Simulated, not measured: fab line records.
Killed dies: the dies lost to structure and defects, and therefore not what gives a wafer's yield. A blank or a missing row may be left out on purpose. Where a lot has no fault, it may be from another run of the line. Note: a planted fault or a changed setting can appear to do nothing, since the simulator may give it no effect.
fab line records    flow n5Finfet
record: lots: 5  wafers: 15  lastDay: 17
route steps=1938 shown BEOL_M2@879 PASSIVATION@1936
lots that met no fault: taken from a fault-free run of the same line
startH: start of the lot's first displayed wafer, in hours after the record's first day    waitH: how many hours have passed since the lot's step before this one    " repeats the value in the row above    L1.1+2: a row that stands for several wafers    - value missing, or start not given    * or withheld: withheld    < > ~ a bound
route shown NAME@n: NAME is a module with steps in the file, n the number in the route of the first one    usual: mean/standard deviation taken from wafers without a fault    same: alike in all rows    chamber/n: place in a boat    sites: readings site by site    _std_site: the standard deviation of these    _edge_site: outer sites' mean less inner sites'    radiusMm: for every site, how far away it sits from the centre of the wafer    mask NAME#n: copy n    behind: tool/chamber where the wafer was last shaped    hold: why the lot was held/for how many hours/how that ended    device: transistor that didn't switch, given as n, p or np    end of line: tests of these same wafers at the route's end    for a step that has no rows: nothing shown but its recipe    killed: dies lost to structure and defects at the first sort, not the wafer's yield    map: a wafer's dies, x killed, . not, _ none there
set.NAME: the setting as run; set.NAME@STEP: as run at that earlier step    model.NAME: the simulator's own value behind a step, which no gauge read
lots at some steps of the route; a table a step, a row a wafer
services: when a tool's chamber went out of use (startH, in hours from the record's first day, below 0 if earlier), for how many hours, and the reason
== steps ==
step: N5_BEOL_M2_DESCUM_33
recipe: chemistry: O2  timeS: 7  sourcePowerW: 50  biasPowerW: 20  pressureMtorr: 20  rfFrequencyHz: 2.712e+07  tempC: 40  resist: CAR-EUV  o2FlowSccm: 225
usual: biasPowerW: 20.00/0.059  drypumpMotorCurrentA: 5.6/0.42  oesProductAu: 0.79/0.088  rfFwdPowerW: 49.43/0.24  rfVppV: 243.3/1.3  showerheadPlenumPTorr: 2.10/0.065  throttleValvePct: 20.46/0.26
lot.wafer  tool        chamber  startH  waitH  biasPowerW  drypumpMotorCurrentA  oesProductAu  rfFwdPowerW  rfHoursCounterH  rfVppV  showerheadPlenumPTorr  throttleValvePct
L326.3     rieDiel-03  2        144.64  0.0    20.00       5.5                   0.79          49.70        119              243.8   2.17                   20.36
L326.5     "           1        "       "      20.05       6.2                   0.70          48.98        -                242.8   2.08                   20.93
L326.6     "           0        "       "      19.93       5.4                   0.71          49.72        -                242.0   1.97                   20.35
L330.3     rieDiel-02  1        178.04  0.1    20.00       6.2                   0.75          49.27        121              243.9   2.09                   20.43
L330.4     "           2        "       "      19.94       5.7                   0.89          49.49        44               243.0   2.06                   20.56
L330.5     "           3        "       "      20.00       5.1                   0.83          49.59        -                243.3   2.13                   20.45
L335.1     rieDiel-03  3        205.88  0.1    19.98       6.2                   0.83          49.58        89               243.8   2.13                   20.35
L335.3     "           1        "       "      19.91       6.2                   0.68          49.14        240              243.0   2.07                   20.96
L335.6     "           1        "       "      19.90       6.2                   0.69          49.02        -                243.7   2.07                   20.98
L342.1     rieDiel-06  1        242.33  0.2    20.11       5.3                   0.67          49.58        219              244.4   2.16                   20.78
L342.3     "           3        "       "      19.97       4.9                   0.87          49.33        37               241.8   2.03                   20.51
L342.6     "           1        "       "      20.07       5.4                   0.67          49.50        -                243.9   2.16                   20.79
L344.1     rieDiel-03  0        258.82  1.7    19.88       5.4                   0.98          49.79        11               247.1   2.21                   20.03
L344.2     "           2        "       "      19.99       5.5                   0.74          49.61        167              243.6   2.15                   20.44
L344.4     "           3        "       "      20.01       6.2                   0.80          49.57        114              242.7   2.12                   20.39
step: N5_BEOL_M2_ETCH_77
recipe: chemistry: N2/H2  target: underlayer  targetDepthA: 65  maskMaterial: CAR-EUV  timeS: 5.2  ionEnergyEv: 200  pressureMtorr: 30  sourceW: 840  biasW: 150  n2FlowSccm: 200  h2FlowSccm: 200  ends: cleared
step: N5_BEOL_M2_ETCH_69
recipe: chemistry: CF4  target: SiARC  targetDepthA: 156  maskMaterial: CAR-EUV  timeS: 26  ionEnergyEv: 80  pressureMtorr: 40  sourceW: 545  biasW: 36  Ar_flow_sccm: 100  cf4FlowSccm: 100  ends: cleared
step: N5_BEOL_M2_ALD_98
recipe: material: SiO2  targetThkA: 25  tempC: 100  aldPrecursorFamily: BDEAS  aldCoReactant: O2-plasma  pulseTimeS: 1  coReactantPulseTimeS: 1  purgeTimeS: 2  coReactantPurgeTimeS: 2  aldCycles: 17  pressureTorr: 2
step: N5_BEOL_M2_ETCHBACK_99
recipe: chemistry: CHF3  target: SiO2  targetDepthA: 50  timeS: 10.4  sourceW: 215  biasW: 47  Ar_flow_sccm: 200  CHF3_flow_sccm: 12  ionEnergyEv: 100  pressureMtorr: 30
step: N5_BEOL_M2_ETCH_70
recipe: chemistry: N2/H2  target: SOC  targetDepthA: 800  overetchA: 240  maskMaterial: SiARC  tempC: 40  timeS: 130  ionEnergyEv: 200  pressureMtorr: 30  sourceW: 840  biasW: 150  n2FlowSccm: 200  h2FlowSccm: 200
step: N5_BEOL_M2_STRIP_71
recipe: chemistry: N2/H2  tempC: 40  n2FlowSccm: 200  h2FlowSccm: 200  rfFrequencyHz: 6e+07
step: N5_BEOL_M2_STRIP_78
recipe: chemistry: N2/H2  tempC: 40  n2FlowSccm: 200  h2FlowSccm: 200  rfFrequencyHz: 6e+07
step: N5_BEOL_M2_VIA_ETCH_34
recipe: chemistry: C4F6/O2  targetDepthA: 694  maskMaterial: SOC  pressureMtorr: 15  ionEnergyEv: 250  taperDeg: 4  timeS: 65.9  sourceW: 350  biasW: 170  Ar_flow_sccm: 300  C4F6_flow_sccm: 10  O2_flow_sccm: 10
step: N5_BEOL_M2_STRIP_83
recipe: chemistry: C4F6/O2  resist: SiARC  rfFrequencyHz: 6e+07
step: N5_BEOL_M2_STRIP_36
recipe: chemistry: N2/H2  powerW: 450  tempC: 40  pressureMtorr: 20  rfFrequencyHz: 6e+07  overashFraction: 0.3  biasPowerW: 7  h2Frac: 0.5  n2FlowSccm: 200  h2FlowSccm: 200
step: N5_BEOL_M2_TRENCH_ETCH_37
recipe: chemistry: C4F6/O2  targetDepthA: 555.55  target: SiOC  timeS: 29.2  ionEnergyEv: 250  pressureMtorr: 30  sourceW: 355  biasW: 185  Ar_flow_sccm: 300  C4F6_flow_sccm: 10  O2_flow_sccm: 10
step: N5_BEOL_M2_ETCH_41
recipe: chemistry: CH3F/O2  target: SiCN  targetDepthA: 299  taperDeg: 2  timeS: 52.5  ionEnergyEv: 120  maskMaterial: TiN  pressureMtorr: 30  sourceW: 395  biasW: 75  Ar_flow_sccm: 150  CH3F_flow_sccm: 30  O2_flow_sccm: 20
usual: O2_flow_sccm: 20.00/0.063  drypumpMotorCurrentA: 5.6/0.43  oesProductAu: 0.81/0.082  rfFwdPowerW: 390.9/1.6  rfVppV: 297.4/1.3  showerheadPlenumPTorr: 2.01/0.06  throttleValvePct: 16.36/0.24
lot.wafer  tool        chamber  startH  waitH  O2_flow_sccm  drypumpMotorCurrentA  oesProductAu  rfFwdPowerW  rfHoursCounterH  rfVppV  showerheadPlenumPTorr  throttleValvePct
L326.3     rieDiel-03  1        147.03  -      19.91         6.2                   0.71          390.3        218              297.6   1.99                   16.84
L326.5     "           0        "       "      20.00         5.4                   0.71          392.5        -                294.6   1.89                   16.39
L326.6     "           1        "       "      19.99         6.2                   0.72          391.0        -                297.4   1.99                   16.85
L330.3     rieDiel-03  1        181.65  -      20.13         6.2                   0.71          387.9        230              297.0   1.99                   16.87
L330.4     "           3        "       "      19.96         6.2                   0.84          389.5        79               298.7   2.02                   16.12
L330.5     "           0        "       "      20.02         5.4                   0.70          393.1        -                295.1   1.89                   16.40
L335.1     rieDiel-02  1        211.35  -      20.00         6.1                   0.75          388.8        136              297.2   1.99                   16.38
L335.3     "           2        "       "      19.92         5.8                   0.86          390.9        58               295.8   1.96                   16.38
L335.6     "           3        "       "      19.94         5.1                   0.81          391.6        -                297.6   2.03                   16.28
L342.1     rieDiel-03  2        251.01  -      20.02         5.5                   0.74          391.1        162              299.1   2.08                   16.46
L342.3     "           0        "       "      19.96         5.4                   0.99          390.2        6                299.3   2.13                   15.97
L342.6     "           0        "       "      20.00         5.4                   0.99          389.9        -                300.2   2.13                   15.97
L344.1     rieDiel-02  1        268.07  -      19.83         6.1                   0.74          390.2        159              298.3   1.99                   16.42
L344.2     "           3        "       "      20.00         5.1                   0.79          392.4        92               298.4   2.02                   16.32
L344.4     "           0        "       "      20.08         5.2                   0.88          390.8        57               296.3   1.96                   16.28
step: N5_BEOL_M2_STRIP_97
recipe: chemistry: N2/H2  timeS: 10  powerW: 450  tempC: 40  pressureMtorr: 20  rfFrequencyHz: 6e+07  biasPowerW: 7  n2FlowSccm: 200  h2FlowSccm: 200
usual: biasPowerW: 7.000/0.021  drypumpMotorCurrentA: 5.7/0.43  oesProductAu: 0.80/0.082  rfVppV: 59.2/0.91  showerheadPlenumPTorr: 2.55/0.08  throttleValvePct: 23.78/0.25
lot.wafer  tool        chamber  startH  waitH  biasPowerW  drypumpMotorCurrentA  oesProductAu  rfHoursCounterH  rfVppV  showerheadPlenumPTorr  throttleValvePct
L326.3     rieDiel-03  1        -       -      6.977       6.2                   0.71          218              58.0    2.52                   24.27
L326.5     "           0        "       "      7.005       5.4                   0.72          -                59.1    2.40                   23.56
L326.6     "           1        "       "      7.013       6.2                   0.70          -                58.9    2.52                   24.29
L330.3     rieDiel-03  1        -       -      6.986       6.2                   0.70          230              58.7    2.51                   24.29
L330.4     "           3        "       "      6.986       6.2                   0.85          79               59.2    2.58                   23.56
L330.5     "           0        "       "      7.005       5.4                   0.70          -                59.9    2.39                   23.57
L335.1     rieDiel-02  1        -       -      6.993       6.2                   0.74          136              60.0    2.56                   23.77
L335.3     "           2        "       "      6.995       5.8                   0.86          58               57.5    2.47                   23.76
L335.6     "           3        "       "      7.018       5.1                   0.81          -                59.5    2.57                   23.75
L342.1     rieDiel-03  2        -       -      6.948       5.5                   0.74          162              60.5    2.65                   24.02
L342.3     "           0        "       "      7.036       5.4                   1.01          6                58.9    2.70                   23.26
L342.6     "           0        "       "      7.004       5.4                   1.01          -                58.5    2.70                   23.26
L344.1     rieDiel-02  1        -       -      7.022       6.2                   0.72          159              60.1    2.55                   23.81
L344.2     "           3        "       "      6.981       5.1                   0.79          92               57.3    2.56                   23.80
L344.4     "           0        "       "      7.011       5.2                   0.87          57               59.4    2.48                   23.69
step: N5_BEOL_M2_OCD_MEAS_38
usual: trenchDepthNm: 56.2/1
lot.wafer  tool    chamber  startH  waitH  trenchDepthNm
L326.3     ocd-02  -        147.16  -      57.6
L326.5     "       -        "       "      55.3
L326.6     "       -        "       "      57.6
L330.3     ocd-02  -        181.77  -      56.4
L330.4     "       -        "       "      56.5
L330.5     "       -        "       "      55.2
L335.1     ocd-02  -        211.48  -      56.3
L335.3     "       -        "       "      58.0
L335.6     "       -        "       "      57.0
L342.1     ocd-01  -        251.14  -      55.7
L342.3     "       -        "       "      58.7
L342.6     "       -        "       "      58.6
L344.1     ocd-02  -        268.19  -      55.8
L344.2     "       -        "       "      56.0
L344.4     "       -        "       "      56.6
step: N5_BEOL_M2_HM_STRIP_39
recipe: chemistry: peroxideTinStrip  material: TiN  targetDepthA: 250  tempC: 50  timeS: 158
step: N5_BEOL_M2_SRD_40
recipe: timeS: 30  tempC: 23  rinseLiquid: diw  dry: ipaMarangoni
step: N5_BEOL_M2_PRECLEAN_42
recipe: chemistry: residueRemover  timeS: 60  tempC: 40
step: N5_BEOL_M2_SRD_43
recipe: timeS: 30  tempC: 23  rinseLiquid: diw  dry: ipaMarangoni
step: N5_BEOL_M2_CD_MEAS_35
recipe: targetCdNm: 18  targetCdYNm: 22.2  polarity: opening
usual: cdNm: 18.1/0.37
lot.wafer  tool      chamber  startH  waitH  cdNm
L326.3     cdSem-01  -        147.31  0.0    17.8
L326.5     "         -        "       "      17.8
L326.6     "         -        "       "      18.5
L330.3     cdSem-02  -        181.93  0.0    18.0
L330.4     "         -        "       "      17.9
L330.5     "         -        "       "      18.5
L335.1     cdSem-03  -        211.64  0.0    18.0
L335.3     "         -        "       "      18.3
L335.6     "         -        "       "      18.3
L342.1     cdSem-03  -        251.29  0.0    18.1
L342.3     "         -        "       "      17.6
L342.6     "         -        "       "      18.0
L344.1     cdSem-03  -        268.34  0.0    17.8
L344.2     "         -        "       "      18.4
L344.4     "         -        "       "      18.6
step: N5_BEOL_M2_DEGAS_44
recipe: ambient: vacuum  tempC: 250  timeS: 60
step: N5_BEOL_M2_PRE_CLEAN_45
recipe: gas: H2/He  timeS: 30  tempC: 250
step: N5_BEOL_M2_ALD_84
recipe: material: TaN  targetThkA: *  tempC: 275  aldPrecursorFamily: PDMAT  aldCoReactant: NH3  pressureTorr: 3  carrierFlowSccm: 1500  pulseTimeS: 2  purgeTimeS: 3  coReactantPurgeTimeS: 2  coReactantPulseTimeS: 3  aldCycles: 30  precursorVesselTempC: 75  precursorVesselPressureTorr: 26.25  precursorVesselCarrierSccm: 1000
step: N5_BEOL_M2_SURFACE_TREAT_85
recipe: gas: Ar  timeS: *  ionEnergyEv: *  ionCurrentMaCm2: 0.5  pressureMtorr: *  arFlowSccm: 30
step: N5_BEOL_M2_CVD_47
recipe: material: Co  targetThkA: 30  tempC: withheld  precursor: CCTBA/H2  pressureTorr: 30  timeS: 223.8
step: N5_BEOL_M2_SPUTTER_48
recipe: material: Cu  targetThkA: 45  tempC: -20  chamberPressurePa: 0.07  powerW: withheld  timeS: 8.29
step: N5_BEOL_M2_ANNEAL_49
recipe: tempC: 400  timeS: 240  ambient: vacuum
usual: heaterPowerW: 841/87
lot.wafer  tool           chamber  startH  waitH  heaterPowerW
L326.3     pvdSputter-02  -        148.88  0.0    730
L326.5     "              -        "       "      770
L326.6     "              -        "       "      704
L330.3     pvdSputter-02  -        183.18  0.0    726
L330.4     "              -        "       "      873
L330.5     "              -        "       "      773
L335.1     pvdSputter-03  -        212.56  0.0    733
L335.3     "              -        "       "      769
L335.6     "              -        "       "      744
L342.1     pvdSputter-01  -        252.25  0.0    814
L342.3     "              -        "       "      990
L342.6     "              -        "       "      828
L344.1     pvdSputter-03  -        269.51  0.0    884
L344.2     "              -        "       "      785
L344.4     "              -        "       "      729
step: N5_BEOL_M2_SPUTTER_79
recipe: material: Cu  targetThkA: 45  tempC: -20  chamberPressurePa: 0.07  powerW: withheld  timeS: 8.29
usual: throttleValvePct: 30.3/1.1
lot.wafer  tool           chamber  startH  waitH  throttleValvePct
L326.3     pvdSputter-02  -        149.02  0.1    29.1
L326.5     "              -        "       "      29.0
L326.6     "              -        "       "      29.1
L330.3     pvdSputter-02  -        183.32  0.1    29.1
L330.4     "              -        "       "      30.2
L330.5     "              -        "       "      29.3
L335.1     pvdSputter-03  -        212.70  0.1    30.4
L335.3     "              -        "       "      29.7
L335.6     "              -        "       "      29.8
L342.1     pvdSputter-01  -        252.39  0.1    30.7
L342.3     "              -        "       "      30.6
L342.6     "              -        "       "      30.6
L344.1     pvdSputter-03  -        269.65  0.1    29.2
L344.2     "              -        "       "      30.1
L344.4     "              -        "       "      29.6
step: N5_BEOL_M2_ANNEAL_80
recipe: tempC: 400  timeS: 240  ambient: vacuum
step: N5_BEOL_M2_SPUTTER_81
recipe: material: Cu  targetThkA: 45  tempC: -20  chamberPressurePa: 0.07  powerW: withheld  timeS: 8.29
step: N5_BEOL_M2_ANNEAL_82
recipe: tempC: 400  timeS: 240  ambient: vacuum
step: N5_BEOL_M2_SPUTTER_86
recipe: material: Cu  targetThkA: 45  tempC: -20  chamberPressurePa: 0.07  powerW: withheld  timeS: 8.29
step: N5_BEOL_M2_ANNEAL_87
recipe: tempC: 400  timeS: 240  ambient: vacuum
step: N5_BEOL_M2_SPUTTER_88
recipe: material: Cu  targetThkA: 45  tempC: -20  chamberPressurePa: 0.07  powerW: withheld  timeS: 8.29
step: N5_BEOL_M2_ANNEAL_89
recipe: tempC: 400  timeS: 240  ambient: vacuum
step: N5_BEOL_M2_SPUTTER_90
recipe: material: Cu  targetThkA: 45  tempC: -20  chamberPressurePa: 0.07  powerW: withheld  timeS: 8.29
step: N5_BEOL_M2_ANNEAL_91
recipe: tempC: 400  timeS: 240  ambient: vacuum
step: N5_BEOL_M2_SPUTTER_92
recipe: material: Cu  targetThkA: 45  tempC: -20  chamberPressurePa: 0.07  powerW: withheld  timeS: 8.29
step: N5_BEOL_M2_ANNEAL_93
recipe: tempC: 400  timeS: 240  ambient: vacuum
step: N5_BEOL_M2_SPUTTER_94
recipe: material: Cu  targetThkA: 45  tempC: -20  chamberPressurePa: 0.07  powerW: withheld  timeS: 8.29
step: N5_BEOL_M2_ANNEAL_95
recipe: tempC: 400  timeS: 240  ambient: vacuum
step: N5_BEOL_M2_SPUTTER_96
recipe: material: Cu  targetThkA: 45  tempC: -20  chamberPressurePa: 0.07  powerW: withheld  timeS: 8.29
usual: throttleValvePct: 30.3/1.1
lot.wafer  tool           chamber  startH  waitH  throttleValvePct
L326.3     pvdSputter-02  -        150.56  0.1    28.9
L326.5     "              -        "       "      29.4
L326.6     "              -        "       "      29.0
L330.3     pvdSputter-02  -        184.86  0.1    28.9
L330.4     "              -        "       "      30.2
L330.5     "              -        "       "      29.2
L335.1     pvdSputter-03  -        214.24  0.1    30.3
L335.3     "              -        "       "      29.7
L335.6     "              -        "       "      29.8
L342.1     pvdSputter-01  -        253.93  0.1    30.9
L342.3     "              -        "       "      30.4
L342.6     "              -        "       "      30.8
L344.1     pvdSputter-03  -        271.19  0.1    28.9
L344.2     "              -        "       "      30.2
L344.4     "              -        "       "      29.6
step: N5_PASSIVATION_PROBE_49
usual: defectLimitedYield: 91.0/1.4  killed_at_M0_to_M3: 35/10  killed_at_M4_up: 13/6  killedAtContacts: 13/6.4  killedAtFrontEnd: 42/12  killedAtOther: 3.2/2.4  killedDies: 107/17  killedOpen: 69/13  killedShort: 33/7.3  sort_bin_5_function: 5.3/0.92  sort_bin_6_memory: 3.3/0.66  sort_bin_8_speed: 0.00/0.035  sortNPass: 1073/17
same: grossDies: 1180  killedAtBackSide: 0  sort_bin_4_leakage[%]: 0
lot.wafer  tool       chamber  startH  waitH  defectLimitedYield[%]  killed_at_M0_to_M3  killed_at_M4_up  killedAtContacts  killedAtFrontEnd  killedAtOther  killedDies  killedOpen  killedShort  sort_bin_5_function[%]  sort_bin_6_memory[%]  sort_bin_8_speed[%]  sortNPass
L330.3     prober-01  -        312.51  0.1    89.6                   41                  13               13                54                2              123         79          39           5.8                     4.2                   0                    1057
L330.4     prober-01  -        312.56  0.2    89.7                   32                  18               19                50                2              121         79          36           6.1                     3.7                   0                    1059
L330.5     prober-01  -        312.61  0.2    87.3                   32                  18               31                64                5              150         92          42           7.6                     3.9                   0                    1030
L335.3     prober-01  -        334.12  0.1    81.9                   164                 2                8                 34                6              214         48          22           10.9                    4.5                   0                    966
L342.1     prober-02  -        378.91  0.0    90.8                   51                  17               6                 25                9              108         75          32           5.9                     3.1                   0                    1072
L342.3     prober-02  -        379.01  0.1    91.6                   40                  9                21                28                1              99          63          35           5.8                     2.4                   0                    1081
L342.6     prober-02  -        379.16  0.3    92.4                   39                  6                11                32                2              90          55          32           4.4                     2.9                   0                    1090
killed by level:class
L330.3 FIN_SAQP:geometricParticle:open=20 BEOL_M3:geometricParticle:open=15 MOL_CONTACT_COAG:geometricParticle:open=11 FIN_SAQP:geometricParticle:short=10 GATE_CUT:geometricParticle:open=5 GATE_CUT:geometricParticle:short=5 BEOL_M0_SAQP:geometricParticle:short=5 BEOL_M3:geometricParticle:short=5
L330.4 FIN_SAQP:geometricParticle:open=19 MOL_CONTACT_COAG:geometricParticle:open=14 FIN_SAQP:geometricParticle:short=9 BEOL_M4:geometricParticle:open=9 BEOL_M0_SAQP:geometricParticle:open=8 BEOL_M0_SAQP:geometricParticle:short=8 GATE_CUT:geometricParticle:open=6 MOL_CONTACT_COAG:geometricParticle:short=5
L330.5 MOL_CONTACT_COAG:geometricParticle:open=21 FIN_SAQP:geometricParticle:open=19 FIN_SAQP:geometricParticle:short=14 BEOL_M4:geometricParticle:open=8 MOL_CONTACT_COAG:geometricParticle:short=7 BEOL_M3:geometricParticle:open=7 BEOL_M0_SAQP:geometricParticle:open=6 STARTING-WAFER:geometricParticle:open=6
L335.3 BEOL_M2:unspecified=140 FIN_SAQP:geometricParticle:open=12 STI_FIN_REVEAL:geometricParticle:open=6 MOL_CONTACT_COAG:geometricParticle:short=5 BEOL_M3:geometricParticle:open=5 BEOL_M0_SAQP:geometricParticle:open=4 BEOL_M1:geometricParticle:open=4 FIN_SAQP:geometricParticle:short=3
L342.1 BEOL_M3:geometricParticle:open=13 BEOL_M0_SAQP:geometricParticle:short=11 BEOL_M2:geometricParticle:open=8 BEOL_M4:geometricParticle:open=8 BEOL_M0_SAQP:geometricParticle:open=7 STI_FIN_REVEAL:geometricParticle:open=6 FIN_SAQP:geometricParticle:open=5 MOL_CONTACT_COAG:geometricParticle:open=5
L342.3 MOL_CONTACT_COAG:geometricParticle:open=17 BEOL_M0_SAQP:geometricParticle:short=14 STI_FIN_REVEAL:geometricParticle:open=9 BEOL_M3:geometricParticle:open=9 BEOL_M1:geometricParticle:short=6 STARTING-WAFER:geometricParticle:open=6 DUMMY_GATE:geometricParticle:open=4 BEOL_M0_SAQP:geometricParticle:open=4
L342.6 BEOL_M0_SAQP:geometricParticle:short=14 MOL_CONTACT_COAG:geometricParticle:open=11 BEOL_M0_SAQP:geometricParticle:open=10 FIN_SAQP:geometricParticle:open=6 BEOL_M2:geometricParticle:open=5 FIN_SAQP:geometricParticle:short=4 BEOL_M1:geometricParticle:open=4 GATE_CUT:geometricParticle:short=3
map L335.3 (x killed, . not)
_________________.........x..________________
______________.............x...._____________
___________........x....x..........__________
__________..................x......._________
________..x..................x........_______
_______......x............x...x........______
______..........x.............x........._____
_____..........x...xx..........x.........____
____.......x..xxx..x.xx...................___
___x..x.....xxxxxxxx.......x.........x.....__
___.....x.xxxxxxxxxxx...............x......__
__........xxxxxxxxxxxxxx....x............x.._
__......x..xxxxxxxxxxxxx....x..............._
_.......x.xxxxxxxxxxxxx.......x..............
_.......x.xxxxxxxxxxxxxx.x...................
_xx.x....xxxxxxxxxxxxxx.x.x.....xx..x........
_.....x..xxxxxxxxxxxxxx........x.............
_......x..xxxxxxxxxxxxxx................x...x
_.........x.x.xxxx..xx.x...x..............x..
_...............xx......x....x......x.......x
_........x....x............x.x......x........
__.........................................._
__............x.....x................x...x.._
___...x....x.......x................x......__
___.........x................x..x..........__
____x.......x.x..............x.x..........___
_____....................................____
______.xx...x........x.......x..x......x_____
_______..x.............................______
________.......x......................_______
__________.........................._________
___________.......................x__________
______________........x........._____________
_________________............________________
map L344.1 (x killed, . not)
_________________.....x.x....________________
______________x...........x....x_____________
___________.......x................__________
__________........x..x.........x...x_________
________..x..x.....x...............x.._______
_______.........x................x...x.______
______.................................._____
_____....x.......x...x....x..............____
____.............x.x.......xx......x......___
___..........................x.x...........__
___.......x....x..........x......x.........__
__.xx.........xx....x.x....x..........x....x_
__.................x....x...x..x............_
_.......x..x..........x......................
_.................................x..........
_x......................x........x..x........
_x.x......x...........................x......
_....x....................x.............x.x..
_..x............x........x..............x....
_.x..........x...............................
_............x.............x.............x...
__..............x..x......................x._
__.................x.x.x....x....x.........._
___.x..x.........x..........x........x.....__
___.........x.x......................x.....__
____.....x..x.....xx........x..........x..___
_____................x....x.....x......x.____
______..x..xx........x.x..x...........x._____
_______...x......x......x..............______
________.......................x.x..x._______
__________...xx.x.....x............._________
___________x.......................__________
______________.................._____________
_________________..........x.________________
== services ==
tool           chamber  startH  hours  kind
rieDiel-06     1        126.45  1.2    repair
pvdSputter-03  -        136.53  4.5    repair
rieDiel-06     -        178.23  14.6   pm
rieDiel-06     2        210.88  4.2    repair
rieDiel-03     0        221.15  -      clean
rieDiel-03     0        221.15  -      consumableReplace:focusRing
rieDiel-03     0        221.15  -      consumableReplace:showerhead
rieDiel-03     0        221.15  18.5   scheduledDown
rieDiel-03     0        221.15  18.5   ventCycle
rieDiel-03     1        239.65  -      clean
rieDiel-03     1        239.65  -      consumableReplace:focusRing
rieDiel-03     1        239.65  15.2   scheduledDown
rieDiel-03     1        239.65  15.2   ventCycle
rieDiel-06     -        246.45  15.6   pm
== key ==
firstSign: step: N5_PASSIVATION_PROBE_49  reading: killed_at_M0_to_M3  direction: up  sigmas: 12  usual: 35  struck: 164
effect: step: N5_PASSIVATION_PROBE_49  reading: killedDies  direction: up  sigmas: 6.5  usual: 107  struck: 214
moreKillsBornAt: N5_BEOL_M2_ETCH_41@rieDiel-02: 140
metAt N5_BEOL_M2_ETCH_41
struckWafers L335.3
fault: kind: chamberParticleSource  tool: rieDiel-02  chamber: 2  onsetH: 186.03  steps: N5_BEOL_M2_ETCH_41  ratePerVisitCm2: 1.2699  endH: 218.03
